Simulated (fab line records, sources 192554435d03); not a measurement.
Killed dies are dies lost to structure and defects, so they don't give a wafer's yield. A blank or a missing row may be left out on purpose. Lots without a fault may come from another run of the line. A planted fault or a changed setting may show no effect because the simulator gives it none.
Split-lot experiment | flow n5_finfet | 7 lots, 21 wafers read, on a route of 1938 steps

THE SPLIT
At N5_FIN_CUT_COAT_19 (time 60 s, resist thk 20 nm), the setting spin_rpm was moved away from the recipe's 1500 rpm on 6 of the 21 wafers read, by -7.8% to +5.5%. The other wafers ran this setting at the recipe's value.

FROM THE SPLIT TO THE READING: what the file shows between them, 4 steps
- N5_FIN_CUT_COAT_29: time 60 s, resist thk 10 nm
- N5_FIN_CUT_COAT_02: resist thk 30 nm
- N5_FIN_CUT_DESCUM_13: chemistry O2, time 7 s
- N5_FIN_CUT_ETCH_30: etches underlayer in N2/H2, target depth 13 nm, time 10.4 s

THE READING
etch.depth_nm (the simulator's own value, which no gauge read), in nm, at N5_FIN_CUT_ETCH_20 (etches SiARC in CF4, target depth 26 nm, time 43.3 s). The file gives no usual value for it. The 15 wafers here that ran the recipe average 20.05 nm, standard deviation 0.054 nm.

wafer  | tool, chamber at the split | spin_rpm as run, rpm | against the recipe | etch.depth_nm, nm | against lot-mates on the recipe
L075.2 | litho_track-03, 0          | 1500                 | recipe             | 19.99             | -
L075.3 | litho_track-03, 0          | 1583                 | +5.5%              | 19.42             | -0.57
L075.6 | litho_track-03, 0          | 1583                 | +5.5%              | 19.48             | -0.51
L077.1 | litho_track-02, 0          | 1500                 | recipe             | 20.08             | -
L077.2 | litho_track-02, 0          | 1500                 | recipe             | 20.08             | -
L077.5 | litho_track-02, 0          | 1500                 | recipe             | 20.03             | -
L078.4 | litho_track-03, 0          | 1500                 | recipe             | 19.93             | -
L078.5 | litho_track-03, 0          | 1500                 | recipe             | 20.08             | -
L078.6 | litho_track-03, 0          | 1500                 | recipe             | 20.02             | -
L081.1 | litho_track-02, 0          | 1500                 | recipe             | 20.08             | -
L081.3 | litho_track-02, 0          | 1500                 | recipe             | 20.07             | -
L081.5 | litho_track-02, 0          | 1500                 | recipe             | 20.13             | -
L082.1 | litho_track-02, 0          | 1500                 | recipe             | 20.08             | -
L082.2 | litho_track-02, 0          | 1500                 | recipe             | 20.03             | -
L082.5 | litho_track-02, 0          | 1500                 | recipe             | 19.94             | -
L090.2 | litho_track-03, 0          | 1383                 | -7.8%              | 20.92             | +0.85
L090.4 | litho_track-03, 0          | 1500                 | recipe             | 20.07             | -
L090.6 | litho_track-03, 0          | 1383                 | -7.8%              | 20.87             | +0.80
L093.4 | litho_track-03, 0          | 1422                 | -5.2%              | 20.58             | +0.51
L093.5 | litho_track-03, 0          | 1422                 | -5.2%              | 20.63             | +0.56
L093.6 | litho_track-03, 0          | 1500                 | recipe             | 20.07             | -

THE FIT
A straight line over all 21 wafers: etch.depth_nm changes by -0.108 nm for each +1% of spin_rpm; r = -0.99; the points scatter about the line by 0.05 nm.
The same after taking each lot's own level away (the mean of its wafers on the recipe; 21 wafers): -0.103 nm for each +1%; r = -0.99; scatter 0.041 nm.
On that fit, the largest move of spin_rpm shifts the reading by 0.8 nm.
The lots' own levels span 19.990 to 20.093 nm, that is 1.9 times the standard deviation above.
So the lot-to-lot level changes the slope little: the two slopes agree.
Check: with one of the wafers moved furthest among these (-7.8%) left out of the fit, the line predicts +0.79 nm for it against its lot-mates. It came out at +0.85 nm against them.

OTHER SPLITS ON THESE WAFERS
These wafers also went through other splits before the reading. Each is held against what the fit with the lots' levels taken away leaves over:
other split on the same wafers | wafers away from the commonest value | r with etch.depth_nm (lot level and that fit taken away)
N5_ZERO_LAYER_ETCH_18 bias_w   | 2                                    | +0.38
N5_FIN_SAQP_ALD_61 temp_c      | 10                                   | +0.27
N5_FIN_SAQP_PECVD_06 time_s    | 9                                    | -0.06
N5_FIN_SAQP_FIN_ETCH_36 icp_w  | 8                                    | -0.05

THE WHOLE CHAIN: every reading that the file lists as answering this split, in the file's order
step               | what it does                                         | reading                                                                          | change (the file's fit)               | r (the file's)
N5_FIN_CUT_COAT_19 | time 60 s, resist thk 20 nm                          | SiARC_of_FIN_CUT_COAT_19.thk_nm (the simulator's own value, which no gauge read) | -0.114 nm for each +1% of the setting | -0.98
N5_FIN_CUT_ETCH_20 | etches SiARC in CF4, target depth 26 nm, time 43.3 s | etch.depth_nm (the simulator's own value, which no gauge read)                   | -0.102 nm for each +1% of the setting | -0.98

THE FILE'S OWN FIT
etch.depth_nm changes by -0.102 nm for each +1% of spin_rpm, r = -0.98.
